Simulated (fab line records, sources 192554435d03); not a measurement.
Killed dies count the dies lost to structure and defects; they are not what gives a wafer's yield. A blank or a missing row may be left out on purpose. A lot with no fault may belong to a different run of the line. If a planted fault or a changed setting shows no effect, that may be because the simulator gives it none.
fab line records | flow n5_finfet
record: lots: 4 wafers: 12 last_day: 16
route steps=1938 shown BEOL_M14@1741 BEOL_M15@1773 PASSIVATION@1936
lots untouched by any fault: they come from a run of this same line in which no faults occurred
start_h: hours from the record's first day to the start of the lot's first wafer shown | wait_h: time in hours since the lot's previous step | " same as the row above | L1.1+2: several wafers, shown together as one row | - no value, or no start was given | * or withheld: withheld | < > ~ a bound
route shown NAME@n: names a module that has steps shown in the file, with the first one's number in the route | usual: mean/standard deviation of fault-free wafers | same: alike in all rows | chamber/n: place in a boat | sites: each site's reading | _std_site: how widely they spread, as a standard deviation | _edge_site: the outer-site mean with the inner-site mean subtracted | radius_mm: how far each site lies from the wafer's centre | mask NAME#n: copy n | behind: the last tool/chamber to shape the wafer | hold: what put the lot on hold/how long, in hours/how the hold closed | device: the n, p or np transistor that did not switch | end of line: the tests these same wafers got at the end of their route | for a step that has no rows: nothing shown but its recipe | killed: at the first sort, the dies lost to defects and structure; wafer yield is something else | map: a wafer's dies, marking killed ones x, the rest . and places with no die _
set.NAME: setting as actually run; set.NAME@STEP: the setting as run at that earlier step | model.NAME: the simulator's own value behind a step, which no gauge read
certain route steps with their lots: each step a table, each wafer a row
services: the hour from which a tool's chamber was out of use, counted from the record's first day as start_h (under 0 if before that day), plus the number of hours and why
== steps ==
step: N5_BEOL_M14_SOFTBAKE_23
recipe: temp_c: 130 time_s: 60
step: N5_BEOL_M14_EXPOSE_25
recipe: mask_id: M14 na: 0.8 source_shape: annular sigma_inner: 0.5 sigma_outer: 0.8 polarization: unpolarized target_cd_nm: 280 dose_mj: 26.6
step: N5_BEOL_M14_PEB_26
recipe: peb_temp_c: 130 peb_time_s: 90
step: N5_BEOL_M14_DEVELOP_27
recipe: develop_time_s: 45 rinse_liquid: diw dry: air_spin dev_temp_c: 21
step: N5_BEOL_M14_HARDBAKE_32
recipe: temp_c: 130 time_s: 120
step: N5_BEOL_M14_DESCUM_33
recipe: chemistry: O2 time_s: 7.9 source_power_w: 50 bias_power_w: 20 pressure_mtorr: 20 rf_frequency_hz: 2.712e+07 temp_c: 40 o2_flow_sccm: 225
step: N5_BEOL_M14_ETCH_67
recipe: chemistry: CF4 target: SiARC target_depth_a: 1430 time_s: 238.3 ion_energy_ev: 80 pressure_mtorr: 40 source_w: 545 bias_w: 36 Ar_flow_sccm: 100 cf4_flow_sccm: 100 ends: cleared
step: N5_BEOL_M14_ETCH_68
recipe: chemistry: N2/H2 target: SOC mask_material: SiARC source_w: 3000 bias_w: 350 temp_c: 40 time_s: 450 ion_energy_ev: 200 pressure_mtorr: 30 n2_flow_sccm: 200 h2_flow_sccm: 200
step: N5_BEOL_M14_STRIP_69
recipe: chemistry: N2/H2 temp_c: 40 n2_flow_sccm: 200 h2_flow_sccm: 200 rf_frequency_hz: 6e+07
step: N5_BEOL_M14_TRENCH_ETCH_34
recipe: chemistry: C4F8/O2/Ar target: SiO2 target_depth_a: 5566.5 mask_material: SOC he_inner_torr: 15 he_outer_torr: 30 time_s: 126.9 ion_energy_ev: 800 pressure_mtorr: 20 source_w: 1905 bias_w: 2040 Ar_flow_sccm: 400 C4F8_flow_sccm: 16 O2_flow_sccm: 12
usual: chamber_pressure_mTorr: 20.000/0.016 drypump_motor_current_A: 5.6/0.32 oes_product_au: 0.78/0.084 rf_fwd_power_W: 1899/6.2 rf_vpp_V: 2223/33 showerhead_plenum_p_Torr: 3.45/0.081 throttle_valve_pct: 30.89/0.27
columns lot.wafer tool chamber start_h wait_h chamber_pressure_mTorr drypump_motor_current_A oes_product_au rf_fwd_power_W rf_hours_counter_h rf_vpp_V showerhead_plenum_p_Torr throttle_valve_pct model.etch.depth_nm
L941.4 rie_diel-01 1 317.73 0.0 19.985 5.5 0.73 1901 231 2230 3.52 30.98 564.5
L941.5 " 2 " " 20.011 5.7 0.89 1897 - 2252 3.50 30.97 547.8
L941.6 " 1 " " 19.975 5.5 0.72 1900 - 2230 3.52 30.99 558.5
L942.3 rie_diel-01 2 327.21 0.0 20.002 5.7 0.88 - 25 2253 3.50 30.96 466
L942.4 " 3 " " 20.013 5.5 0.79 1899 98 2218 3.35 30.76 533.2
L942.6 " 2 " " 19.989 5.7 0.88 - - 2253 3.50 30.96 468.4
L945.2 rie_diel-01 0 342.44 0.0 20.015 5.7 0.79 1904 120 2224 3.57 30.49 563.2
L945.3 " 2 " " 20.011 5.7 0.86 - 30 2253 3.50 30.98 469.2
L945.4 " 3 " " 20.000 5.5 0.79 1902 103 2217 3.35 30.76 537.6
L946.3 rie_diel-03 0 353.91 0.0 19.975 5.3 0.82 1891 53 2226 3.52 31.26 543.5
L946.5 " 1 " " 20.013 5.8 0.71 1896 - 2271 3.41 30.73 539.9
L946.6 " 2 " " 20.003 6.3 0.95 1903 - 2229 3.37 30.66 542.3
step: N5_BEOL_M14_STRIP_70
recipe: chemistry: C4F8/O2/Ar resist: SiARC rf_frequency_hz: 6e+07
step: N5_BEOL_M14_OCD_MEAS_35
usual: trench_depth_nm: 549/15
columns lot.wafer tool chamber start_h wait_h trench_depth_nm
L941.4 ocd-01 - 317.89 0.0 565
L941.5 " - " " 548
L941.6 " - " " 559
L942.3 ocd-02 - 327.37 0.0 465
L942.4 " - " " 533
L942.6 " - " " 469
L945.2 ocd-01 - 342.59 0.0 563
L945.3 " - " " 469
L945.4 " - " " 538
L946.3 ocd-01 - 354.07 0.0 543
L946.5 " - " " 540
L946.6 " - " " 542
step: N5_BEOL_M14_STRIP_37
recipe: chemistry: O2 power_w: 600 temp_c: 60 pressure_mtorr: 30 rf_frequency_hz: 6e+07 bias_power_w: 0 overash_fraction: 0.3 o2_flow_sccm: 225
step: N5_BEOL_M14_ETCH_38
recipe: chemistry: CF4/N2 target: SiCN target_depth_a: 1065 taper_deg: 2 time_s: 120.6 ion_energy_ev: 150 mask_material: SiO2 pressure_mtorr: 40 source_w: 430 bias_w: 70 Ar_flow_sccm: 100 cf4_flow_sccm: 60 n2_flow_sccm: 60
step: N5_BEOL_M14_PRECLEAN_39
recipe: chemistry: residue_remover time_s: 60 temp_c: 40
step: N5_BEOL_M14_SRD_40
recipe: time_s: 30 temp_c: 23 rinse_liquid: diw dry: n2_spin spin_rpm: 1500 dry_time_s: 30
step: N5_BEOL_M14_DEGAS_41
recipe: ambient: vacuum temp_c: 300 time_s: 60
step: N5_BEOL_M14_PRE_CLEAN_42
recipe: gas: H2/He time_s: 30 temp_c: 300
step: N5_BEOL_M14_SPUTTER_43
recipe: material: TaN target_thk_a: 150 temp_c: 50 bias_v: 168.6 power_w: 15000 chamber_pressure_pa: 0.12 time_s: 24.19
step: N5_BEOL_M14_SPUTTER_44
recipe: material: Ta target_thk_a: 150 temp_c: 50 bias_v: 80 power_w: 15000 chamber_pressure_pa: 0.07 time_s: 24.19
step: N5_BEOL_M14_SPUTTER_45
recipe: material: Cu target_thk_a: 1000 temp_c: -20 bias_v: 60 power_w: 26000 chamber_pressure_pa: 0.13 time_s: 16.67
step: N5_BEOL_M14_ECD_47
recipe: material: Cu target_thk_a: 12480
step: N5_BEOL_M14_ANNEAL_48
recipe: temp_c: 225 time_s: 90 ambient: N2
step: N5_BEOL_M14_CMP_49
recipe: stop_on: SiO2 t_overpolish_s: 5.2 down_force_psi: 2 platen_rpm: 80 clearing_platen_down_force_psi: 2 clearing_platen_rpm: 80 post_cmp_clean: cu_alkaline target_thk_nm: 560 clearing_platen_pad_velocity_m_s: 1.5917 pad_velocity_m_s: 1.5917
usual: barrier_field_endpoint_s: 11.43/0.29 motor_current_A: 8.5/1.2 overpolish_run_s: 5.199/0.0094 slurry_filter_dp_kPa: 13.52/0.13 time_to_endpoint_s: 123/4.5
columns lot.wafer tool chamber start_h wait_h barrier_field_endpoint_s motor_current_A overpolish_run_s slurry_filter_dp_kPa time_to_endpoint_s model.Cu_of_BEOL_M14_ECD_47.thk_nm
L941.4 cmp-04 1 320.39 0.2 11.01 7.3 5.196 13.62 119 567.8
L941.6 " 0 " " 11.17 7.9 5.191 13.52 125 563.6
L941.5 " 1 " " 11.08 7.3 5.197 13.36 120 551.2
L942.3 cmp-04 0 333.03 0.2 11.47 8.3 5.209 13.30 121 468.8
L942.4 " 2 " " 11.70 8.7 5.197 13.49 124 537.6
L942.6 " 3 " " 11.53 10.8 5.195 13.40 125 472.6
L945.2 cmp-03 0 345.67 0.2 10.90 8.7 5.197 13.63 111 563.8
L945.3 " 2 " " 11.84 7.5 5.205 13.48 128 473.2
L945.4 " 3 " " 11.82 7.3 5.198 13.62 124 539.8
L946.3 cmp-04 1 356.00 0.2 11.16 7.1 5.208 13.52 120 549
L946.5 " 0 " " 11.12 8.4 5.224 13.69 119 545.2
L946.6 " 1 " " 11.00 7.8 5.207 13.30 118 547.4
step: N5_BEOL_M14_THK_MEAS_50
recipe: thk_meas_gauge: xrf reads: Cu_of_BEOL_M14_ECD_47
usual: M14_THK: 537/14
columns lot.wafer tool chamber start_h wait_h M14_THK[nm]
L941.4 film_metro-01 - 320.64 - 549
L941.5 " - " " 534
L941.6 " - " " 544
L942.3 film_metro-02 - 333.28 - 457
L942.4 " - " " 525
L942.6 " - " " 463
L945.2 film_metro-02 - 345.96 - 545
L945.3 " - " " 460
L945.4 " - " " 523
L946.3 film_metro-01 - 356.26 - 532
L946.5 " - " " 534
L946.6 " - " " 533
step: N5_BEOL_M14_PRE_CLEAN_52
recipe: gas: NH3 time_s: 15 temp_c: withheld rf_power_w: 300
step: N5_BEOL_M14_DEP_53
recipe: material: SiCN target_thk_a: 500 temp_c: withheld precursor: 3MS/NH3 pressure_torr: 3 rf_w: 675 time_s: 17.8
step: N5_BEOL_M14_RS_MEAS_54
recipe: thk_meas_gauge: four-point-probe reads: Cu_of_BEOL_M14_ECD_47+Ta_of_BEOL_M14_SPUTTER_44+TaN_of_BEOL_M14_SPUTTER_43
usual: M14_RS: 0.0337/0.00089
columns lot.wafer tool chamber start_h wait_h M14_RS[ohm/sq]
L941.4 film_metro-01 - 320.77 0.0 0.0328
L941.5 " - " " 0.0338
L941.6 " - " " 0.0331
L942.3 film_metro-02 - 333.41 0.1 0.0399
L942.4 " - " " 0.0346
L942.6 " - " " 0.0395
L945.2 film_metro-01 - 346.09 0.1 0.0330
L945.3 " - " " 0.0395
L945.4 " - " " 0.0345
L946.3 film_metro-01 - 356.39 0.1 0.0340
L946.5 " - " " 0.0342
L946.6 " - " " 0.0340
step: N5_BEOL_M15_ILD_DEP_00
recipe: material: SiO2 target_thk_a: 16293 temp_c: 400 precursor: TEOS/O2 pressure_torr: 6.5 rf_w: 900 teos_flow_sccm: 161.4 gas: O2 flow_sccm: 2650 time_s: 346.1
step: N5_BEOL_M15_COAT_58
recipe: resist: BARC temp_c: 205 time_s: 60 spin_rpm: 1500 resist_thk_nm: 89
step: N5_BEOL_M15_COAT_04
recipe: spin_rpm: 1704 resist_thk_nm: 800
step: N5_BEOL_M15_EBR_06
recipe: solvent: PGMEA ebr_width_mm: 1.5
step: N5_BEOL_M15_SOFTBAKE_05
recipe: temp_c: 130 time_s: 60
step: N5_BEOL_M15_EXPOSE_07
recipe: mask_id: V14 na: 0.8 source_shape: annular sigma_inner: 0.5 sigma_outer: 0.8 polarization: unpolarized attpsm_phase_deg: 180 dose_mj: 41.25
step: N5_BEOL_M15_PEB_08
recipe: peb_temp_c: 130 peb_time_s: 90
step: N5_BEOL_M15_DEVELOP_09
recipe: develop_time_s: 45 rinse_liquid: diw dry: air_spin dev_temp_c: 21
step: N5_BEOL_M15_HARDBAKE_14
recipe: temp_c: 130 time_s: 120
step: N5_BEOL_M15_RC_MEAS_101
usual: COMB_M10: 1.5e-11/3e-12 COMB_M11: 1.5e-11/3.1e-12 COMB_M12: 6.9e-12/1.2e-12 COMB_M13: 5.6e-12/1.1e-12 COMB_M14: 4.3e-12/8.2e-13 COMB_M14_max_site: 5.8e-12/1.2e-12 COMB_M15: 3e-12/4.8e-13 COMB_M5: 3.6e-11/8e-12 COMB_M6: 2.8e-11/5.4e-12 COMB_M7: 2.6e-11/5.3e-12 COMB_M7_max_site: 3.7e-11/7.4e-12 COMB_M8: 2.6e-11/6.1e-12 COMB_M9: 1.6e-11/3.5e-12 SERP_M10: 3.03/0.086 SERP_M11: 3.05/0.082 SERP_M12: 0.641/0.019 SERP_M12_max_site: 0.654/0.02 SERP_M13: 0.309/0.0058 SERP_M13_max_site: 0.312/0.006 SERP_M14: 0.162/0.005 SERP_M14_max_site: 0.164/0.005 SERP_M5: 38.5/1.9 SERP_M6: 13.9/0.55 SERP_M7: 13.7/0.65 SERP_M8: 13.9/0.6 SERP_M8_max_site: 14.5/0.67 SERP_M9: 3.07/0.1
columns lot.wafer tool chamber start_h wait_h COMB_M10[S/m] COMB_M11[S/m] COMB_M12[S/m] COMB_M13[S/m] COMB_M14[S/m] COMB_M14_max_site[S/m] COMB_M15[S/m] COMB_M5[S/m] COMB_M6[S/m] COMB_M7[S/m] COMB_M7_max_site[S/m] COMB_M8[S/m] COMB_M9[S/m] SERP_M10[ohm/um] SERP_M11[ohm/um] SERP_M12[ohm/um] SERP_M12_max_site[ohm/um] SERP_M13[ohm/um] SERP_M13_max_site[ohm/um] SERP_M14[ohm/um] SERP_M14_max_site[ohm/um] SERP_M5[ohm/um] SERP_M6[ohm/um] SERP_M7[ohm/um] SERP_M8[ohm/um] SERP_M8_max_site[ohm/um] SERP_M9[ohm/um]
L941.4 prober-02 0 327.43 0.5 1.2e-11 1.2e-11 4.7e-12 5e-12 3.8e-12 5.8e-12 2.8e-12 4.4e-11 3.3e-11 3.1e-11 4.8e-11 2.9e-11 1.6e-11 3.11 3.07 0.622 0.636 0.308 0.315 0.159 0.162 39.8 13.0 14.0 13.7 14.1 3.15
L941.5 " 0 " " 1.2e-11 1.3e-11 8.5e-12 4.2e-12 4.3e-12 5.5e-12 2.6e-12 4.7e-11 2.5e-11 1.7e-11 2.4e-11 3.4e-11 1.9e-11 2.95 3.10 0.630 0.639 0.316 0.318 0.166 0.168 42.0 14.0 15.0 13.7 13.9 3.20
L941.6 " 0 " " 1.5e-11 1.1e-11 7.1e-12 4.8e-12 4.2e-12 5e-12 2.5e-12 3.4e-11 2.5e-11 3.6e-11 3.7e-11 3.4e-11 1.9e-11 3.02 3.03 0.620 0.632 0.311 0.315 0.159 0.160 37.1 13.0 14.2 13.7 14.3 3.08
L942.3 prober-01 0 343.10 0.3 1.2e-11 1.5e-11 6.9e-12 6.8e-12 3.2e-12 3.7e-12 3.2e-12 3e-11 2.5e-11 2.7e-11 3.9e-11 3.4e-11 1.7e-11 3.09 2.96 0.628 0.650 0.304 0.306 0.192 0.195 38.9 14.1 15.1 14.0 14.8 2.99
L942.4 " 0 " " 9e-12 1.8e-11 9.6e-12 4.9e-12 3.5e-12 5e-12 3e-12 3.8e-11 2.9e-11 2.5e-11 3.1e-11 3e-11 1.5e-11 3.18 3.03 0.664 0.677 0.303 0.306 0.168 0.171 40.6 14.4 14.1 13.5 13.9 3.32
L942.6 " 0 " " 1.2e-11 1.4e-11 8.8e-12 8.2e-12 3.9e-12 7.1e-12 3.6e-12 5e-11 2.3e-11 2.3e-11 2.8e-11 2e-11 1.2e-11 3.07 2.96 0.654 0.665 0.304 0.309 0.191 0.196 37.9 13.8 13.4 13.5 14.3 3.19
L945.2 prober-02 0 351.69 0.2 1.3e-11 1.7e-11 7e-12 4.6e-12 4.2e-12 4.4e-12 3.5e-12 3.2e-11 3.1e-11 2.7e-11 3.6e-11 2e-11 1e-11 2.96 3.02 0.640 0.649 0.306 0.307 0.158 0.160 39.7 13.0 13.6 14.9 15.5 3.10
L945.3 " 0 " " 1.3e-11 1.8e-11 5.4e-12 3.4e-12 3.4e-12 4.8e-12 3.3e-12 2.9e-11 2.9e-11 4e-11 4.7e-11 2.5e-11 1.5e-11 3.17 2.90 0.624 0.636 0.307 0.309 0.190 0.194 39.5 13.5 13.9 14.7 15.7 2.98
L945.4 " 0 " " 1.5e-11 1.9e-11 5.4e-12 5e-12 4.1e-12 5.1e-12 2.4e-12 2.7e-11 2.9e-11 2.9e-11 3.3e-11 2.8e-11 9e-12 2.96 3.08 0.631 0.644 0.303 0.305 0.168 0.171 36.4 13.8 13.8 14.3 14.5 3.07
L946.3 prober-02 0 361.35 0.3 1.6e-11 1.3e-11 6e-12 4.5e-12 3.3e-12 5.6e-12 2.6e-12 3e-11 3.4e-11 2.5e-11 2.9e-11 2.8e-11 1.2e-11 3.01 3.10 0.641 0.655 0.309 0.312 0.161 0.164 35.5 14.4 13.3 15.4 16.4 3.03
L946.5 " 0 " " 1.2e-11 1.2e-11 5.2e-12 5.5e-12 2.9e-12 4.3e-12 1.9e-12 3.8e-11 3.3e-11 2.3e-11 3.6e-11 3.8e-11 1.8e-11 2.97 3.12 0.641 0.666 0.311 0.316 0.165 0.166 39.3 14.9 13.1 15.0 15.4 2.99
L946.6 " 0 " " 1.3e-11 1.4e-11 7.5e-12 6e-12 3.8e-12 4.7e-12 2.5e-12 2.7e-11 2.1e-11 2.9e-11 4.1e-11 3.5e-11 1e-11 3.05 3.03 0.641 0.657 0.310 0.315 0.158 0.161 37.7 14.8 13.9 14.4 14.8 3.18
sites SERP_M14 radius_mm=0,75,75,75,75,140,140,140,140
L941.4 0.160 0.162 0.159 0.160 0.161 0.158 0.158 0.159 0.159
L942.3 0.190 0.190 0.192 0.190 0.190 0.194 0.195 0.194 0.194
L945.2 0.156 0.158 0.157 0.159 0.157 0.159 0.160 0.157 0.159
L946.3 0.161 0.164 0.161 0.161 0.162 0.163 0.161 0.161 0.162
step: N5_PASSIVATION_PROBE_49
usual: defect_limited_yield: 91.0/1.3 killed_at_M0_to_M3: 33/10 killed_at_M4_up: 14/5.6 killed_at_contacts: 12/5.8 killed_at_front_end: 43/11 killed_at_other: 4.1/2.8 killed_dies: 106/15 killed_open: 70/12 killed_short: 34/7.5 sort_bin_4_leakage: 0.00/0.0099 sort_bin_5_function: 5.3/0.88 sort_bin_6_memory: 3.3/0.64 sort_n_pass: 1074/15 sort_yield_pct: 91.0/1.3
same: gross_dies: 1180 killed_at_back_side: 0 sort_bin_8_speed[%]: 0
columns lot.wafer tool chamber start_h wait_h defect_limited_yield[%] killed_at_M0_to_M3 killed_at_M4_up killed_at_contacts killed_at_front_end killed_at_other killed_dies killed_open killed_short sort_bin_4_leakage[%] sort_bin_5_function[%] sort_bin_6_memory[%] sort_n_pass sort_yield_pct[%]
L941.4 prober-01 - 340.87 0.2 91.8 28 22 10 37 0 97 63 32 0 3.6 4.4 1083 91.8
L941.5 prober-01 - 340.92 0.2 91.9 38 11 7 38 2 96 57 38 0 4.5 3.3 1084 91.9
L941.6 prober-01 - 340.97 0.3 91.3 41 23 5 29 5 103 73 28 0 4.7 3.9 1077 91.3
L942.3 prober-02 - 357.35 0.1 93.9 24 6 3 35 4 72 50 17 0 3.2 2.7 1108 93.9
L942.4 prober-02 - 357.40 0.2 92.5 25 16 2 44 2 89 59 27 0 3.5 3.6 1091 92.5
L942.6 prober-02 - 357.50 0.3 90.9 52 15 13 24 3 107 77 28 0 6.1 2.5 1073 90.9
L945.2 prober-01 - 368.00 0.1 91.7 36 5 25 26 6 98 63 35 0 5.3 2.5 1082 91.7
L945.3 prober-01 - 368.05 0.1 91.1 44 6 18 28 9 105 66 39 0 4.8 3.4 1075 91.1
L945.4 prober-01 - 368.10 0.2 89.7 47 14 9 46 5 121 67 52 0 6.0 3.7 1059 89.7
L946.3 prober-01 - 376.28 0.1 89.0 29 19 25 54 3 130 91 39 0.08 6.4 4.5 1049 88.9
L946.5 prober-01 - 376.38 0.2 90.6 30 21 7 46 7 111 77 34 0 5.7 3.5 1069 90.6
L946.6 prober-01 - 376.43 0.3 90.3 32 32 16 31 4 115 85 28 0 5.1 4.2 1065 90.3
killed by level:class
L941.4 FIN_SAQP:geometric_particle:short=8 MOL_CONTACT_COAG:geometric_particle:open=8 BEOL_M5:geometric_particle:open=8 BEOL_M0_SAQP:geometric_particle:open=7 FIN_SAQP:geometric_particle:open=6 BEOL_M3:geometric_particle:open=6 BEOL_M0_SAQP:geometric_particle:short=6 DUMMY_GATE:geometric_particle:open=4
L941.5 FIN_SAQP:geometric_particle:short=12 BEOL_M0_SAQP:geometric_particle:open=11 BEOL_M0_SAQP:geometric_particle:short=10 FIN_SAQP:geometric_particle:open=9 STI_FIN_REVEAL:geometric_particle:open=9 BEOL_M1:geometric_particle:open=7 MOL_CONTACT_COAG:geometric_particle:open=5 BEOL_M3:geometric_particle:open=4
L941.6 BEOL_M0_SAQP:geometric_particle:open=10 BEOL_M4:geometric_particle:open=10 BEOL_M0_SAQP:geometric_particle:short=8 BEOL_M1:geometric_particle:open=8 BEOL_M3:geometric_particle:open=6 DUMMY_GATE:geometric_particle:open=5 BEOL_M2:geometric_particle:open=5 STARTING-WAFER:geometric_particle:short=5
L942.3 BEOL_M3:geometric_particle:open=8 STI_FIN_REVEAL:geometric_particle:open=7 GATE_CUT:geometric_particle:short=5 BEOL_M2:geometric_particle:open=5 FIN_SAQP:geometric_particle:open=4 GATE_CUT:geometric_particle:open=4 BEOL_M0_SAQP:geometric_particle:open=4 BEOL_M4:geometric_particle:open=4
L942.4 STI_FIN_REVEAL:geometric_particle:open=16 BEOL_M4:geometric_particle:open=7 FIN_SAQP:geometric_particle:short=6 BEOL_M1:geometric_particle:open=5 BEOL_M3:geometric_particle:open=5 FIN_SAQP:geometric_particle:open=4 GATE_CUT:geometric_particle:short=4 BEOL_M1:geometric_particle:short=4
L942.6 BEOL_M2:geometric_particle:open=13 MOL_CONTACT_COAG:geometric_particle:open=10 BEOL_M1:geometric_particle:open=9 BEOL_M0_SAQP:geometric_particle:open=8 STI_FIN_REVEAL:geometric_particle:open=7 BEOL_M3:geometric_particle:open=7 BEOL_M0_SAQP:geometric_particle:short=7 BEOL_M5:geometric_particle:open=5
L945.2 MOL_CONTACT_COAG:geometric_particle:open=18 FIN_SAQP:geometric_particle:open=8 MOL_CONTACT_COAG:geometric_particle:short=7 BEOL_M1:geometric_particle:open=7 BEOL_M2:geometric_particle:open=7 BEOL_M0_SAQP:geometric_particle:short=6 FIN_SAQP:geometric_particle:short=4 GATE_CUT:geometric_particle:short=4
L945.3 BEOL_M1:geometric_particle:open=14 MOL_CONTACT_COAG:geometric_particle:open=11 BEOL_M3:geometric_particle:open=11 FIN_SAQP:geometric_particle:open=10 FIN_SAQP:geometric_particle:short=8 MOL_CONTACT_COAG:geometric_particle:short=7 BEOL_M0_SAQP:geometric_particle:short=5 BEOL_M2:geometric_particle:short=5
L945.4 BEOL_M0_SAQP:geometric_particle:short=18 STI_FIN_REVEAL:geometric_particle:open=17 BEOL_M0_SAQP:geometric_particle:open=14 MOL_CONTACT_COAG:geometric_particle:open=6 STARTING-WAFER:geometric_particle:short=6 FIN_SAQP:geometric_particle:short=5 STI_FIN_REVEAL:geometric_particle:short=5 BEOL_M4:geometric_particle:open=5
L946.3 BEOL_M0_SAQP:geometric_particle:open=19 MOL_CONTACT_COAG:geometric_particle:open=18 BEOL_M4:geometric_particle:open=13 FIN_SAQP:geometric_particle:open=10 FIN_SAQP:geometric_particle:short=8 STI_FIN_REVEAL:geometric_particle:open=8 BEOL_M0_SAQP:geometric_particle:short=8 DUMMY_GATE:geometric_particle:open=8
L946.5 FIN_SAQP:geometric_particle:open=13 BEOL_M4:geometric_particle:open=12 MOL_CONTACT_COAG:geometric_particle:open=7 BEOL_M0_SAQP:geometric_particle:open=7 FIN_SAQP:geometric_particle:short=6 BEOL_M2:geometric_particle:open=6 STI_FIN_REVEAL:geometric_particle:open=5 DUMMY_GATE:geometric_particle:open=5
L946.6 BEOL_M4:geometric_particle:open=23 MOL_CONTACT_COAG:geometric_particle:open=14 BEOL_M0_SAQP:geometric_particle:open=13 BEOL_M0_SAQP:geometric_particle:short=7 FIN_SAQP:geometric_particle:short=5 STI_FIN_REVEAL:geometric_particle:open=5 DUMMY_GATE:geometric_particle:open=5 STARTING-WAFER:geometric_particle:open=5
== services ==
columns tool chamber start_h hours kind
cmp-03 - 303.06 0.2 repair
cmp-04 - 308.56 6.1 pm
rie_diel-03 2 313.92 - clean
rie_diel-03 2 313.92 - consumable_replace:focus_ring
rie_diel-03 2 313.92 18.7 scheduled_down
rie_diel-03 2 313.92 18.7 vent_cycle
rie_diel-03 0 317.64 4.0 repair
rie_diel-01 1 338.06 3.9 repair
rie_diel-03 1 354.52 4.8 repair
== key ==
first_sign: step: N5_BEOL_M14_OCD_MEAS_35 reading: trench_depth_nm direction: down sigmas: 5.6 usual: 549 struck: 468
effect: step: N5_BEOL_M14_THK_MEAS_50 reading: M14_THK direction: down sigmas: 5.7 usual: 537 struck: 460
effect: step: N5_BEOL_M14_RS_MEAS_54 reading: M14_RS direction: up sigmas: 6.7 usual: 0.0337 struck: 0.0397
effect: step: N5_BEOL_M15_RC_MEAS_101 reading: SERP_M14 direction: up sigmas: 5.9 usual: 0.162 struck: 0.191
model_effect: step: N5_BEOL_M14_TRENCH_ETCH_34 value: etch.depth_nm without: 545.2 struck: 467.9
model_effect: step: N5_BEOL_M14_CMP_49 value: Cu_of_BEOL_M14_ECD_47.thk_nm without: 548.8 struck: 471.5
met_at N5_BEOL_M14_TRENCH_ETCH_34
struck_wafers L942.3,L942.6,L945.3
onset_between 317.73 327.21
fault: kind: process_parameter_drift tool: rie_diel-01 chamber: - onset_h: 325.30 steps: N5_BEOL_M14_TRENCH_ETCH_34 channel: time_s offset: * shape: step end_h: 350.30 scope: struck_wafers_only acts_in: * stated: *
